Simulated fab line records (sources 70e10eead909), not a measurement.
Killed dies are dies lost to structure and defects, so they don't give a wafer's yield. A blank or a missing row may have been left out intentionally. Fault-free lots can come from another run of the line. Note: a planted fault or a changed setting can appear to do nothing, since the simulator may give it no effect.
Which tool is to blame? ; flow nandHarc ; 14 lots, 42 wafers sampled, at 1 step of a route of 1159

WHAT THE GAUGES READ, wafer by wafer
NHARC_A_BLC_INSPECT_12.
lot;measured;on;rawDefectCount
L434;day 17 04:59;defectInspect-01;14 20 15
L437;day 17 16:04;defectInspect-02;11 15 12
L436;day 17 16:32;defectInspect-01;23 21 20
L441;day 18 18:17;defectInspect-01;10 14 14
L440;day 18 18:28;defectInspect-02;43 39 38
L438;day 18 21:47;defectInspect-01;13 19 28
L443;day 19 05:01;defectInspect-01;28 30 33
L445;day 19 22:03;defectInspect-02;43 36 36
L446;day 20 14:57;defectInspect-02;59 62 60
L450;day 21 03:31;defectInspect-01;38 57 32
L452;day 21 10:29;defectInspect-01;22 28 31
L451;day 21 15:53;defectInspect-02;66 54 56
L455;day 22 08:53;defectInspect-01;44 55 50
L456;day 23 02:04;defectInspect-02;53 44 36

EACH LOT AND THE TOOL THAT RAN IT (in order: tool; ch and the chambers of the sampled wafers; start)
Before these readings, the record contains no process step.

AS READ BY THE TOOLS THEMSELVES (means over the sampled wafers that have a number; for cases with no such wafer, the mark the record gives instead)
The record holds no such reading with a usual standard deviation.

THE ANSWER, worked out from the rows above alone
Rule: usual is defined by the lots themselves. The widest of any qualifying gaps counts: lots, ordered by their means at a reading, are off when they make up no more than a third of the lots, leave a main group of 4 or more, and stand apart from it by 3 or more times the standard deviation of that group's means. A main group whose means are all the same, to the digits that the tables above print for the reading, isn't used. A lot without any number at a reading at which 4 lots or more have one is off too. Any other lot the step has rows for is counted as sound. The gauges are gone through in route order, then the tools' own readings, and for those a lot's mean is taken as printed above. The first step at which some lot is off is used, and at that step the reading that is off furthest; a lot without a number counts as furthest.
No lot is off at any reading shown: from this, nothing can be told.

WHAT WAS PUT IN BY THE SIMULATOR
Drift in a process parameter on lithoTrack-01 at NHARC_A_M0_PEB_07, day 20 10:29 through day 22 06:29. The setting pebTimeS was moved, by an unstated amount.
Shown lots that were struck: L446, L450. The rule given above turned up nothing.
